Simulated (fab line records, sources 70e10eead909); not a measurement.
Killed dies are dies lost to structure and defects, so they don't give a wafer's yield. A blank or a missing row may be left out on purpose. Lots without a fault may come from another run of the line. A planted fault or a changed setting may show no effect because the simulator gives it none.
Chamber matching | flow nand_harc | NHARC_A_CONTACT_DEP_29 on pecvd-03: 3 sister chambers
The step deposits SiON, target thk 100 nm. 3 wafers are shown with their chamber, then 7 later ones without.

WAFERS WITH THEIR CHAMBER
wafer  | chamber | heater_power_w (W)
L087.4 | 2       | 800
L088.2 | 1       | 771
L088.4 | 0       | 722

WAFERS WITHOUT THEIR CHAMBER
wafer  | heater_power_w (W)
L088.5 | 710
L091.2 | 756
L091.3 | 722
L091.6 | 682
L096.2 | 855
L096.4 | 746
L096.6 | 683

WHICH CHAMBER EACH WENT THROUGH
wafer  | from the rows above          | in truth
L088.5 | can't be placed: 0 or 1      | 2
L091.2 | can't be placed: 1 or 0 or 2 | 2
L091.3 | can't be placed: 0 or 1      | 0
L091.6 | can't be placed: 0 or 1      | 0
L096.2 | can't be placed: 2 or 1      | 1
L096.4 | can't be placed: 0 or 1 or 2 | 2
L096.6 | can't be placed: 0 or 1      | 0
Placed correctly: 0 of 7. Can't be placed from these rows: 7 (the true chamber is among the candidates in 6). Placed wrongly: 0.
How it was worked out, from the rows above alone: a wafer's distance from a chamber is the root of the sum, over the readings, of the square of ((its reading less the chamber's mean) divided by the reading's scatter). The wafer belongs to the nearest chamber; if the next one is less than 2 further off, it can't be placed. A chamber's mean is the mean of its shown wafers. The scatter: with one shown wafer a chamber, the root of the mean of the squares of how far each hidden wafer lies from its nearest shown one.
